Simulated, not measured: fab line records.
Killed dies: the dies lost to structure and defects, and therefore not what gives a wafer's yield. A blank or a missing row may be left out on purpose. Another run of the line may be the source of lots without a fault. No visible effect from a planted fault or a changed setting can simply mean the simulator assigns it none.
Matching of chambers / flow n5_finfet / N5_BEOL_M1_DEP_57 on pecvd-04: 3 sister chambers
The step deposits SiCN from 3MS/NH3, target thk 8 nm, time 14 s. 3 wafers are shown with their chamber, then 7 later ones without.

== WAFERS WITH THEIR CHAMBER ==
wafer=L081.4; chamber=2; showerhead_plenum_p_Torr (Torr)=3.671
wafer=L085.5; chamber=1; showerhead_plenum_p_Torr (Torr)=3.689
wafer=L086.4; chamber=0; showerhead_plenum_p_Torr (Torr)=3.637

== WAFERS WITHOUT THEIR CHAMBER ==
wafer=L086.6; showerhead_plenum_p_Torr (Torr)=3.678
wafer=L094.2; showerhead_plenum_p_Torr (Torr)=3.679
wafer=L094.3; showerhead_plenum_p_Torr (Torr)=3.684
wafer=L094.6; showerhead_plenum_p_Torr (Torr)=3.637
wafer=L096.1; showerhead_plenum_p_Torr (Torr)=3.629
wafer=L096.3; showerhead_plenum_p_Torr (Torr)=3.675
wafer=L096.5; showerhead_plenum_p_Torr (Torr)=3.674

== WHICH CHAMBER EACH WENT THROUGH ==
wafer=L086.6; from the rows above=can't be placed: 2 or 1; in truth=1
wafer=L094.2; from the rows above=can't be placed: 2 or 1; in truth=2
wafer=L094.3; from the rows above=can't be placed: 1 or 2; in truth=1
wafer=L094.6; from the rows above=0; in truth=0
wafer=L096.1; from the rows above=0; in truth=0
wafer=L096.3; from the rows above=can't be placed: 2 or 1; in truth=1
wafer=L096.5; from the rows above=2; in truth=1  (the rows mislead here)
Placed correctly: 2 of 7. Unplaceable from these rows: 4, with the true chamber sitting among the candidates in 4. 1 placed wrongly.
How it was worked out, from the rows above alone: a wafer's distance from a chamber is the root of the sum, over the readings, of the square of ((its reading less the chamber's mean) divided by the reading's scatter). If the next closest chamber is less than 2 further off than the closest, the wafer can't be placed; otherwise it belongs to the closest. For every chamber, the mean is computed from those of its wafers that are shown. The scatter: with one shown wafer a chamber, the root of the mean of the squares of how far each hidden wafer lies from its nearest shown one.
